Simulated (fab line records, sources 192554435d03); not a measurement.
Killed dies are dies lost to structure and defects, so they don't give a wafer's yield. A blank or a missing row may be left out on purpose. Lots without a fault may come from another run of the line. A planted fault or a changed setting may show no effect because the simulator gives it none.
Chamber matching | flow n5_finfet | N5_BEOL_M5_ALD_86 on ald_metal-03: 4 sister chambers
The step deposits TaN, pulse time 2 s, purge time 3 s, co reactant purge time 2 s. 24 wafers are shown with their chamber, then 12 later ones without.

WAFERS WITH THEIR CHAMBER
wafer  | chamber | heater_power_w (W) | mfc_carrier_sccm (sccm) | precursor_vessel_carrier_sccm (sccm)
L074.1 | 2       | 482                | 1511                    | 1000
L074.4 | 1       | 406                | 1500                    | 1000
L074.5 | 3       | 412                | 1501                    | 994
L075.3 | 1       | 415                | 1496                    | 993
L075.5 | 1       | 413                | 1499                    | 993
L075.6 | 2       | 465                | 1500                    | 999
L078.1 | 2       | 462                | 1504                    | 997
L078.4 | 1       | 417                | 1497                    | 1003
L078.5 | 0       | 438                | 1501                    | 996
L077.1 | 2       | 466                | 1502                    | 996
L077.5 | 0       | 438                | 1495                    | 1001
L077.6 | 3       | 395                | 1502                    | 1000
L079.2 | 2       | 479                | 1497                    | 1005
L079.4 | 1       | 413                | 1498                    | 999
L079.6 | 2       | 458                | 1499                    | 999
L082.2 | 3       | 391                | 1503                    | 999
L082.4 | 0       | 437                | 1504                    | 1000
L082.5 | 0       | 440                | 1507                    | 1004
L084.1 | 0       | 446                | 1496                    | 996
L084.4 | 3       | 400                | 1503                    | 1002
L084.5 | 1       | 409                | 1489                    | 1005
L090.1 | 3       | 402                | 1500                    | 1003
L090.4 | 0       | 438                | 1495                    | 997
L090.5 | 2       | 472                | 1498                    | 1000

SIGNATURES (means of the wafers above)
reading                       | chamber 0 | chamber 1 | chamber 2 | chamber 3 | scatter within a chamber
heater_power_w                | 439.50    | 412.17    | 469.14    | 400.00    | 6.57
mfc_carrier_sccm              | 1499.67   | 1496.50   | 1501.57   | 1501.80   | 4.2
precursor_vessel_carrier_sccm | 999.00    | 998.83    | 999.43    | 999.60    | 3.71
Rule: a wafer's distance from a chamber is the root of the sum, over the readings, of the square of ((its reading less the chamber's mean) divided by the reading's scatter). The wafer belongs to the nearest chamber; if the next one is less than 2 further off, it can't be placed. The scatter: the root of (the sum of the squares of (reading less its chamber's mean) over the shown wafers, divided by (wafers less chambers)).

WAFERS WITHOUT THEIR CHAMBER
wafer  | heater_power_w (W) | mfc_carrier_sccm (sccm) | precursor_vessel_carrier_sccm (sccm)
L088.1 | 440                | 1505                    | 1000
L088.2 | 395                | 1490                    | 1003
L088.3 | 470                | 1502                    | 1001
L091.1 | 442                | 1501                    | 996
L091.4 | 477                | 1497                    | 997
L091.5 | 403                | 1495                    | 999
L096.1 | 474                | 1502                    | 998
L096.3 | 409                | 1496                    | 999
L096.5 | 461                | 1496                    | 1001
L097.2 | 409                | 1507                    | 996
L097.4 | 404                | 1499                    | 998
L097.6 | 405                | 1506                    | 994

WHICH CHAMBER EACH WENT THROUGH
wafer  | from the rows above     | in truth
L088.1 | 0                       | 0
L088.2 | can't be placed: 3 or 1 | 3
L088.3 | 2                       | 2
L091.1 | 0                       | 0
L091.4 | 2                       | 2
L091.5 | can't be placed: 1 or 3 | 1
L096.1 | 2                       | 2
L096.3 | can't be placed: 1 or 3 | 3
L096.5 | can't be placed: 2 or 0 | 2
L097.2 | can't be placed: 3 or 1 | 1
L097.4 | can't be placed: 3 or 1 | 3
L097.6 | can't be placed: 3 or 1 | 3
Placed correctly: 5 of 12. Can't be placed from these rows: 7 (the true chamber is among the candidates in 7). Placed wrongly: 0.
